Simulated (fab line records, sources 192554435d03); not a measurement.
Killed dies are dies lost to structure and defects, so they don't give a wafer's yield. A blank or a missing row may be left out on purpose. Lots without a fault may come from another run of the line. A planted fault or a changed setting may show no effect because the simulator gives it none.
A struck lot beside a sound one | flow n5_finfet | 13 steps out of a route of 1938
Sound: wafers L746.1, L746.2, L746.6. Struck: wafers L750.5, L750.6. (L750.2 of the same lot was not struck and is left out.) The cause comes at the end.
At each step with rows: each side's tool, then ch and its chambers, then its first start. Under that, the readings that differ: sound wafers | struck wafers | difference of the means | sigmas: that difference in standard deviations of wafers without a fault.
alike: readings whose means differ by less than 2 such deviations, and words and numbers that are the same on both sides. not compared: withheld readings, readings that some wafer has no value for, bounds like >300 that may hide the same value, and numbers for which the record gives no deviation and whose values overlap.
The two part at a step that has a row with sigmas, a row that says differs or no value, or rows on one side only. Numbers that don't overlap but have no deviation are shown without sigmas and don't part them. A reading that every wafer of one side lacks parts them only if that side has two wafers or more.

first, 2 steps without rows for these wafers: N5_BEOL_M15_DESCUM_33 (chemistry O2, time 7.9 s); N5_BEOL_M15_ETCH_61 (etches BARC in N2/H2, target depth 89 nm, overetch 26.7 nm, time 67.9 s).
N5_BEOL_M15_TRENCH_ETCH_34: etches SiO2 in C4F8/O2/Ar, target depth 872.93 nm, time 199 s.
  sound on rie_diel-01 ch 0,2, day 13 00:19; struck on rie_diel-03 ch 0,1, day 14 00:20
  reading                     | sound       | struck  | difference | sigmas
  drypump_motor_current_A (A) | 5.2 5.0 5.0 | 6.0 6.3 | +1.1       | +2
  alike: bias_w, he_outer_torr, oes_product_au, rf_vpp_V, showerhead_plenum_p_Torr, throttle_valve_pct
  not compared: rf_hours_counter_h
then, 1 step without rows for these wafers: N5_BEOL_M15_STRIP_36 (strips in O2).
N5_BEOL_M15_STRIP_62: strips in O2.
  sound on rie_diel-03 ch 1,2,3; struck on rie_diel-04 ch 0,1
  alike: drypump_motor_current_A, o2_flow_sccm, oes_product_au, rf_vpp_V, showerhead_plenum_p_Torr, throttle_valve_pct
  not compared: rf_hours_counter_h
N5_BEOL_M15_STRIP_37: strips in O2.
  sound on rie_diel-03 ch 1,2,3; struck on rie_diel-04 ch 0,1
  alike: drypump_motor_current_A, o2_flow_sccm, oes_product_au, rf_vpp_V, showerhead_plenum_p_Torr, throttle_valve_pct
  not compared: rf_hours_counter_h
N5_BEOL_M15_ETCH_38: etches SiCN in CF4/N2, target depth 106.4 nm, time 120.5 s.
  sound on rie_diel-03 ch 1,2,3; struck on rie_diel-04 ch 0,1
  reading      | sound             | struck      | difference | sigmas
  rf_vpp_V (V) | 384.4 382.1 383.4 | 379.8 378.0 | -4.4       | -2
  alike: bias_w, drypump_motor_current_A, oes_product_au, showerhead_plenum_p_Torr, throttle_valve_pct
  not compared: rf_hours_counter_h
then, 3 steps without rows for these wafers: N5_BEOL_M15_PRECLEAN_39 (cleans in residue remover, time 60 s); N5_BEOL_M15_SRD_40 (time 30 s, dry time 30 s); N5_BEOL_M15_DEGAS_41 (time 60 s).
N5_BEOL_M15_PRE_CLEAN_42: time 30 s.
  sound on pvd_sputter-03, day 13 01:13; struck on pvd_sputter-02, day 14 04:32
  alike: heater_power_w
N5_BEOL_M15_SPUTTER_43: material TaN, target thk 15 nm, time 24.19 s.
  sound on pvd_sputter-03, day 13 01:15; struck on pvd_sputter-02, day 14 04:34
  alike: throttle_valve_pct
  not compared: model.TaN_of_BEOL_M15_SPUTTER_43.thk_nm
then, 1 step without rows for these wafers: N5_BEOL_M15_SPUTTER_44 (material Ta, target thk 15 nm, time 24.19 s).

WHERE THEY PART
First at N5_BEOL_M15_TRENCH_ETCH_34; last, within this record, at N5_BEOL_M15_ETCH_38. Later steps at which nothing parts them and some readings are alike: N5_BEOL_M15_PRE_CLEAN_42, N5_BEOL_M15_SPUTTER_43.

WHY: what the simulator had put in
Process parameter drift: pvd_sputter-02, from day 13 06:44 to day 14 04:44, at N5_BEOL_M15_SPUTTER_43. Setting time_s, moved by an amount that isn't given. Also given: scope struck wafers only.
